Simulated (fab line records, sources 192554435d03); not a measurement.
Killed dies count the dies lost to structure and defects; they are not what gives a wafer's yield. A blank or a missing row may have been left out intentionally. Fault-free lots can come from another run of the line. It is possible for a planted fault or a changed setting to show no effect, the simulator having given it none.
Chamber matching / flow n5-finfet / N5_HKMG_FIN_ETCH_35 on rie-diel-03: 4 sister chambers
The step etches SOC in N2/H2, target depth 215.8 nm, time 243.4 s. 16 wafers are shown with their chamber, then 8 later ones without.

## WAFERS PAIRED WITH THEIR CHAMBERS
wafer=L075.1; chamber=3; drypump-motor-current-A (A)=5.9; oes-product-au (a.u.)=0.74; throttle-valve-pct (%)=17.66
wafer=L075.3; chamber=1; drypump-motor-current-A (A)=6.3; oes-product-au (a.u.)=0.80; throttle-valve-pct (%)=17.68
wafer=L075.5; chamber=3; drypump-motor-current-A (A)=5.9; oes-product-au (a.u.)=0.74; throttle-valve-pct (%)=17.64
wafer=L078.2; chamber=1; drypump-motor-current-A (A)=6.4; oes-product-au (a.u.)=0.79; throttle-valve-pct (%)=17.69
wafer=L078.4; chamber=3; drypump-motor-current-A (A)=5.9; oes-product-au (a.u.)=0.75; throttle-valve-pct (%)=17.66
wafer=L078.6; chamber=0; drypump-motor-current-A (A)=6.3; oes-product-au (a.u.)=0.68; throttle-valve-pct (%)=17.93
wafer=L080.1; chamber=0; drypump-motor-current-A (A)=6.3; oes-product-au (a.u.)=0.68; throttle-valve-pct (%)=17.94
wafer=L080.3; chamber=2; drypump-motor-current-A (A)=5.5; oes-product-au (a.u.)=0.70; throttle-valve-pct (%)=17.82
wafer=L080.5; chamber=3; drypump-motor-current-A (A)=5.9; oes-product-au (a.u.)=0.74; throttle-valve-pct (%)=17.67
wafer=L083.3; chamber=0; drypump-motor-current-A (A)=6.3; oes-product-au (a.u.)=0.68; throttle-valve-pct (%)=17.96
wafer=L083.4; chamber=3; drypump-motor-current-A (A)=5.9; oes-product-au (a.u.)=0.74; throttle-valve-pct (%)=17.66
wafer=L083.5; chamber=3; drypump-motor-current-A (A)=6.0; oes-product-au (a.u.)=0.74; throttle-valve-pct (%)=17.67
wafer=L084.1; chamber=2; drypump-motor-current-A (A)=5.5; oes-product-au (a.u.)=0.68; throttle-valve-pct (%)=17.84
wafer=L084.2; chamber=0; drypump-motor-current-A (A)=6.3; oes-product-au (a.u.)=0.68; throttle-valve-pct (%)=17.97
wafer=L084.4; chamber=1; drypump-motor-current-A (A)=6.4; oes-product-au (a.u.)=0.78; throttle-valve-pct (%)=17.71
wafer=L090.1; chamber=1; drypump-motor-current-A (A)=6.3; oes-product-au (a.u.)=0.78; throttle-valve-pct (%)=17.74

SIGNATURES, as means of the wafers listed above
reading=drypump-motor-current-A; chamber 0=6.300; chamber 1=6.350; chamber 2=5.500; chamber 3=5.917; scatter within a chamber=0.0391
reading=oes-product-au; chamber 0=0.6800; chamber 1=0.7875; chamber 2=0.6900; chamber 3=0.7417; scatter within a chamber=0.00682
reading=throttle-valve-pct; chamber 0=17.9500; chamber 1=17.7050; chamber 2=17.8300; chamber 3=17.6600; scatter within a chamber=0.018
Rule: distance of a wafer from a chamber = root of the sum over the readings of ((wafer's reading minus chamber's mean) / reading's scatter) squared. The wafer belongs to the nearest chamber; if the next one is less than 2 further off, it can't be placed. How the scatter is found: for the shown wafers, subtract from each reading the mean of its chamber, square and add these, divide the total by (wafers less chambers), then take the root.

## WAFERS MISSING THEIR CHAMBER
wafer=L090.2; drypump-motor-current-A (A)=5.5; oes-product-au (a.u.)=0.69; throttle-valve-pct (%)=17.87
wafer=L090.6; drypump-motor-current-A (A)=5.9; oes-product-au (a.u.)=0.73; throttle-valve-pct (%)=17.69
wafer=L095.1; drypump-motor-current-A (A)=5.9; oes-product-au (a.u.)=0.72; throttle-valve-pct (%)=17.72
wafer=L095.2; drypump-motor-current-A (A)=6.3; oes-product-au (a.u.)=0.67; throttle-valve-pct (%)=18.00
wafer=L095.4; drypump-motor-current-A (A)=6.3; oes-product-au (a.u.)=0.66; throttle-valve-pct (%)=17.98
wafer=L097.1; drypump-motor-current-A (A)=5.9; oes-product-au (a.u.)=0.72; throttle-valve-pct (%)=17.74
wafer=L097.3; drypump-motor-current-A (A)=5.5; oes-product-au (a.u.)=1.04; throttle-valve-pct (%)=17.41
wafer=L097.5; drypump-motor-current-A (A)=5.5; oes-product-au (a.u.)=1.03; throttle-valve-pct (%)=17.40

## EACH ONE'S CHAMBER
wafer=L090.2; from the rows above=2; in truth=2
wafer=L090.6; from the rows above=3; in truth=3
wafer=L095.1; from the rows above=3; in truth=3
wafer=L095.2; from the rows above=0; in truth=0
wafer=L095.4; from the rows above=0; in truth=0
wafer=L097.1; from the rows above=3; in truth=3
wafer=L097.3; from the rows above=can't be placed: 1 or 3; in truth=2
wafer=L097.5; from the rows above=can't be placed: 1 or 3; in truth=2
Correctly placed: 6 of 8. Not placeable from these rows: 2 (in 0, the candidates include the true chamber). 0 placed wrongly.
